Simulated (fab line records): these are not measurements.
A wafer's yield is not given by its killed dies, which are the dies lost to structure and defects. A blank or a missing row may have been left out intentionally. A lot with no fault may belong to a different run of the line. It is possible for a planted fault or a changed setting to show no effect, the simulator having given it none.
One fault through the eyes of 3 desks + flow n5 finfet + what lay behind the numbers comes last; until then each desk has only its own

## FROM THE METROLOGY DESK
What the gauges read for every lot (on any tool): the sampled wafers with a number, averaged. The brackets show how far a lot's mean lies from the usual mean; more than 4 standard deviations puts the lot out of limits, marked OUT.
Columns: A = cd nm at N5_BEOL_M14_CD_MEAS_10, usual 249.1 nm; B = V13_OVL at N5_BEOL_M14_OVL_MEAS_11, usual 0 nm; C = cd nm at N5_BEOL_M14_CD_MEAS_17, usual 249.8 nm
| lot  | first seen here | A     | B  | C     |
|------|-----------------|-------|----|-------|
| L163 | day 11 22:40    | 248.3 | -6 | 248.8 |
| L167 | day 13 00:28    | 250.4 | 5  | 251.9 |
| L170 | day 13 17:20    | 249.1 | -2 | 249.2 |
| L172 | day 14 03:17    | 248.8 | -6 | 249.8 |
| L173 | day 14 22:37    | 249.5 | 3  | 249.7 |
| L178 | day 15 06:41    | 249.2 | 4  | 249.3 |
| L184 | day 17 17:02    | 249.4 | -2 | 248.9 |
Finding of this desk: none of the 7 lots has anything out of limits.

## THE TOOL OWNER'S DESK: litho track-02
The tool's own readings at N5_BEOL_M14_COAT_65 (time 60 s, resist thk 450 nm): means of the sampled wafers that have a number, for each lot that ran on this tool. The brackets show how far a lot's mean lies from the usual mean; more than 4 standard deviations puts the lot out of limits, marked OUT.
Columns: A = spin speed rpm at N5_BEOL_M14_COAT_65, usual 1500.0 rpm
| lot  | first seen here | A                |
|------|-----------------|------------------|
| L163 | day 11 23:13    | 1500.5           |
| L167 | day 13 01:02    | 1499.3           |
| L170 | day 13 17:53    | 1419.1 (-97) OUT |
| L172 | day 14 03:59    | 1419.4 (-97) OUT |
| L173 | day 14 23:11    | 1418.3 (-98) OUT |
This desk's finding: out of limits on L170, L172, L173; first on L170, day 13 17:53 (spin speed rpm at N5_BEOL_M14_COAT_65). In limits: L163, L167.

## THE DEFECT DESK
For each lot, the counts of the inspections along the route, averaged over the sampled wafers that have a number. The brackets show how far a lot's mean lies from the usual mean; more than 4 standard deviations puts the lot out of limits, marked OUT.
Columns: A = raw defect count at N5_BEOL_M14_INSPECT_12, usual 2.1
| lot  | first seen here | A   |
|------|-----------------|-----|
| L163 | day 11 22:43    | 1.7 |
| L167 | day 13 00:31    | 1.7 |
| L170 | day 13 17:23    | 0.7 |
| L172 | day 14 03:20    | 1.3 |
| L173 | day 14 22:41    | 3.0 |
| L178 | day 15 06:44    | 1.7 |
| L184 | day 17 17:05    | 1.0 |
Finding of this desk: none of the 7 lots has anything out of limits.

## ALL TOGETHER
At day 13 17:53, on L170, L172, L173, the tool owner's desk was in a position to raise an alarm.
The metrology desk saw nothing out of limits.
The defect desk saw nothing out of limits.
The metrology desk has L170, L172, L173 on record, within its limits.
The defect desk has L170, L172, L173 on record, within its limits.
Of the lots named, all ran N5_BEOL_M14_COAT_65 on litho track-02.

## WHAT THE SIMULATOR PUT IN
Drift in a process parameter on litho track-02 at N5_BEOL_M14_COAT_65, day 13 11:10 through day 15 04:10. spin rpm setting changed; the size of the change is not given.
Shown lots that were struck: L170, L172, L173.
How many hours passed from the start of the fault until each desk's first out-of-limits reading: the tool owner's desk, 7.
